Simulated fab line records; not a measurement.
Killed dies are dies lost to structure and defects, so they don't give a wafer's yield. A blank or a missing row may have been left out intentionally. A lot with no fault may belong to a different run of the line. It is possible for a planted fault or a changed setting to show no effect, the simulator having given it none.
Matching of chambers :: flow nand_harc :: 4 sister chambers for NHARC_A_WL_FILL_STRIP_29 on rie_diel-13
The step strips in O2, time 20 s. 18 wafers are shown with their chamber, then 9 later ones without.

WAFERS WITH THEIR CHAMBER
wafer: L074.1
chamber: 3
showerhead_plenum_p_Torr (Torr): 3.53
drypump_motor_current_A (A): 6.8
throttle_valve_pct (%): 17.028

wafer: L074.2
chamber: 0
showerhead_plenum_p_Torr (Torr): 3.54
drypump_motor_current_A (A): 5.5
throttle_valve_pct (%): 17.047

wafer: L074.4
chamber: 1
showerhead_plenum_p_Torr (Torr): 3.58
drypump_motor_current_A (A): 5.8
throttle_valve_pct (%): 17.046

wafer: L078.1
chamber: 2
showerhead_plenum_p_Torr (Torr): 3.36
drypump_motor_current_A (A): 5.9
throttle_valve_pct (%): 17.025

wafer: L078.3
chamber: 1
showerhead_plenum_p_Torr (Torr): 3.57
drypump_motor_current_A (A): 5.8
throttle_valve_pct (%): 17.039

wafer: L078.5
chamber: 0
showerhead_plenum_p_Torr (Torr): 3.54
drypump_motor_current_A (A): 5.5
throttle_valve_pct (%): 17.046

wafer: L080.1
chamber: 0
showerhead_plenum_p_Torr (Torr): 3.54
drypump_motor_current_A (A): 5.5
throttle_valve_pct (%): 17.039

wafer: L080.3
chamber: 2
showerhead_plenum_p_Torr (Torr): 3.36
drypump_motor_current_A (A): 5.8
throttle_valve_pct (%): 17.035

wafer: L080.5
chamber: 0
showerhead_plenum_p_Torr (Torr): 3.54
drypump_motor_current_A (A): 5.5
throttle_valve_pct (%): 17.043

wafer: L085.1
chamber: 2
showerhead_plenum_p_Torr (Torr): 3.36
drypump_motor_current_A (A): 5.8
throttle_valve_pct (%): 17.048

wafer: L085.2
chamber: 1
showerhead_plenum_p_Torr (Torr): 3.57
drypump_motor_current_A (A): 5.8
throttle_valve_pct (%): 17.034

wafer: L085.3
chamber: 3
showerhead_plenum_p_Torr (Torr): 3.53
drypump_motor_current_A (A): 6.8
throttle_valve_pct (%): 17.023

wafer: L086.3
chamber: 1
showerhead_plenum_p_Torr (Torr): 3.57
drypump_motor_current_A (A): 5.8
throttle_valve_pct (%): 17.039

wafer: L086.5
chamber: 0
showerhead_plenum_p_Torr (Torr): 3.54
drypump_motor_current_A (A): 5.5
throttle_valve_pct (%): 17.047

wafer: L086.6
chamber: 3
showerhead_plenum_p_Torr (Torr): 3.53
drypump_motor_current_A (A): 6.8
throttle_valve_pct (%): 17.031

wafer: L087.1
chamber: 3
showerhead_plenum_p_Torr (Torr): 3.53
drypump_motor_current_A (A): 6.8
throttle_valve_pct (%): 17.027

wafer: L087.2
chamber: 0
showerhead_plenum_p_Torr (Torr): 3.54
drypump_motor_current_A (A): 5.5
throttle_valve_pct (%): 17.028

wafer: L087.6
chamber: 3
showerhead_plenum_p_Torr (Torr): 3.53
drypump_motor_current_A (A): 6.8
throttle_valve_pct (%): 17.039

SIGNATURES, as means of the wafers listed above
reading: showerhead_plenum_p_Torr
chamber 0: 3.5400
chamber 1: 3.5725
chamber 2: 3.3600
chamber 3: 3.5300
scatter within a chamber: 0.00231

reading: drypump_motor_current_A
chamber 0: 5.500
chamber 1: 5.800
chamber 2: 5.833
chamber 3: 6.800
scatter within a chamber: 0.0218

reading: throttle_valve_pct
chamber 0: 17.04167
chamber 1: 17.03950
chamber 2: 17.03600
chamber 3: 17.02960
scatter within a chamber: 0.00734
Rule: a wafer lies at a distance from a chamber equal to the root of the sum of squares, over the readings, of (its reading less the chamber's mean, divided by the reading's scatter). The wafer belongs to the nearest chamber; if the next one is less than 2 further off, it can't be placed. The scatter: take each reading less its chamber's mean, square it, sum over the shown wafers, divide by the number of wafers less the number of chambers, and take the root.

WAFERS MISSING THEIR CHAMBER
wafer: L093.1
showerhead_plenum_p_Torr (Torr): 3.57
drypump_motor_current_A (A): 5.8
throttle_valve_pct (%): 17.028

wafer: L093.2
showerhead_plenum_p_Torr (Torr): 3.53
drypump_motor_current_A (A): 6.8
throttle_valve_pct (%): 17.035

wafer: L093.3
showerhead_plenum_p_Torr (Torr): 3.53
drypump_motor_current_A (A): 5.5
throttle_valve_pct (%): 17.048

wafer: L095.2
showerhead_plenum_p_Torr (Torr): 3.53
drypump_motor_current_A (A): 5.5
throttle_valve_pct (%): 17.043

wafer: L095.3
showerhead_plenum_p_Torr (Torr): 3.53
drypump_motor_current_A (A): 6.8
throttle_valve_pct (%): 17.034

wafer: L095.6
showerhead_plenum_p_Torr (Torr): 3.57
drypump_motor_current_A (A): 5.8
throttle_valve_pct (%): 17.040

wafer: L097.2
showerhead_plenum_p_Torr (Torr): 3.53
drypump_motor_current_A (A): 5.5
throttle_valve_pct (%): 17.045

wafer: L097.3
showerhead_plenum_p_Torr (Torr): 3.53
drypump_motor_current_A (A): 6.8
throttle_valve_pct (%): 17.039

wafer: L097.6
showerhead_plenum_p_Torr (Torr): 3.53
drypump_motor_current_A (A): 6.8
throttle_valve_pct (%): 17.028

EACH ONE'S CHAMBER
wafer: L093.1
from the rows above: 1
in truth: 1

wafer: L093.2
from the rows above: 3
in truth: 3

wafer: L093.3
from the rows above: 0
in truth: 0

wafer: L095.2
from the rows above: 0
in truth: 0

wafer: L095.3
from the rows above: 3
in truth: 3

wafer: L095.6
from the rows above: 1
in truth: 1

wafer: L097.2
from the rows above: 0
in truth: 0

wafer: L097.3
from the rows above: 3
in truth: 3

wafer: L097.6
from the rows above: 3
in truth: 3
Placed correctly: 9 of 9. Can't be placed from these rows: 0. 0 placed wrongly.
